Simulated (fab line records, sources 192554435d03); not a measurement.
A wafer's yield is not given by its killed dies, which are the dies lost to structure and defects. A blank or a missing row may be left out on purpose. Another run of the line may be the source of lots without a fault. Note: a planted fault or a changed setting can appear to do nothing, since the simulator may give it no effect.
One fault seen from 2 desks || flow n5-finfet || each desk holds nothing but its own numbers, with what lay behind them at the end

## FOR THE TOOL OWNER'S DESK: ald-metal-04
The tool's own readings at N5_HKMG_FIN_NWFM_ALD_20 (deposits TiAlC, target thk 2 nm, pulse time 3 s, purge time 2 s): means of the sampled wafers that have a number, for each lot that ran on this tool. The brackets show how far a lot's mean lies from the usual mean; more than 4 standard deviations puts the lot out of limits, marked OUT.
Columns: A = heater-power-w at N5_HKMG_FIN_NWFM_ALD_20, usual 491 W; B = precursor-pulse-height-rel at N5_HKMG_FIN_NWFM_ALD_20, usual 1.001
{"lot": "L250", "first seen here": "day 4 06:35", "A": 502, "B": 0.993}
{"lot": "L259", "first seen here": "day 6 16:35", "A": 509, "B": 1.008}
{"lot": "L262", "first seen here": "day 7 07:02", "A": 514, "B": 0.999}
This desk's verdict: no lot among the 3 shows anything out of limits.

## THE METROLOGY DESK
Means of the sampled wafers that have a number, per lot and without regard to the tool the lot ran on: this is what the gauges read. The brackets show how far a lot's mean lies from the usual mean; more than 4 standard deviations puts the lot out of limits, marked OUT. Only the readings that lie furthest out on some lot appear, 7 of the 10 it has.
Columns: A = DIBL_N at N5_BEOL_M4_RC_MEAS_101, usual 36.3 mV/V; B = IOFF_P at N5_BEOL_M4_RC_MEAS_101, usual 0.211 nA/um; C = ION_N at N5_BEOL_M4_RC_MEAS_101, usual 672 uA/um; D = ION_P at N5_BEOL_M4_RC_MEAS_101, usual 462 uA/um; E = SS_N at N5_BEOL_M4_RC_MEAS_101, usual 71.5 mV/dec; F = VT_N at N5_BEOL_M4_RC_MEAS_101, usual 249.9 mV; G = VT_P at N5_BEOL_M4_RC_MEAS_101, usual -249.8 mV
{"lot": "L250", "first seen here": "day 9 04:07", "A": 37.4, "B": 0.210, "C": 671, "D": 458, "E": 71.9, "F": 251.4, "G": -251.1}
{"lot": "L252", "first seen here": "day 10 12:52", "A": 35.4, "B": 0.175, "C": 670, "D": 454, "E": 71.5, "F": 249.8, "G": -253.2}
{"lot": "L259", "first seen here": "day 13 23:12", "A": 35.6, "B": 0.161, "C": 668, "D": 454, "E": 71.1, "F": 253.0, "G": -255.3}
{"lot": "L262", "first seen here": "day 14 23:47", "A": 35.6, "B": 0.197, "C": 667, "D": 456, "E": 70.8, "F": 248.6, "G": -250.9}
{"lot": "L263", "first seen here": "day 15 10:38", "A": 36.3, "B": 0.231, "C": 659, "D": 458, "E": 72.0, "F": 253.6, "G": -248.9}
{"lot": "L264", "first seen here": "day 15 19:02", "A": 35.7, "B": 0.234, "C": 670, "D": 466, "E": 71.4, "F": 249.2, "G": -245.3}
{"lot": "L273", "first seen here": "day 16 04:41", "A": 37.7, "B": 0.238, "C": 674, "D": 464, "E": 72.3, "F": 248.5, "G": -247.5}
{"lot": "L268", "first seen here": "day 17 01:21", "A": 37.6, "B": 0.215, "C": 675, "D": 461, "E": 71.4, "F": 249.6, "G": -249.2}
{"lot": "L258", "first seen here": "day 17 15:38", "A": 35.8, "B": 0.190, "C": 667, "D": 461, "E": 71.4, "F": 250.9, "G": -252.8}
{"lot": "L272", "first seen here": "day 17 17:07", "A": 36.0, "B": 0.205, "C": 674, "D": 460, "E": 71.8, "F": 249.1, "G": -249.5}
This desk's verdict: no lot among the 10 shows anything out of limits.

## PUT TOGETHER
Nothing out of limits was seen by the tool owner's desk.
From the metrology desk's view, nothing was out of limits.

## WHAT THE SIMULATOR HAD PUT IN
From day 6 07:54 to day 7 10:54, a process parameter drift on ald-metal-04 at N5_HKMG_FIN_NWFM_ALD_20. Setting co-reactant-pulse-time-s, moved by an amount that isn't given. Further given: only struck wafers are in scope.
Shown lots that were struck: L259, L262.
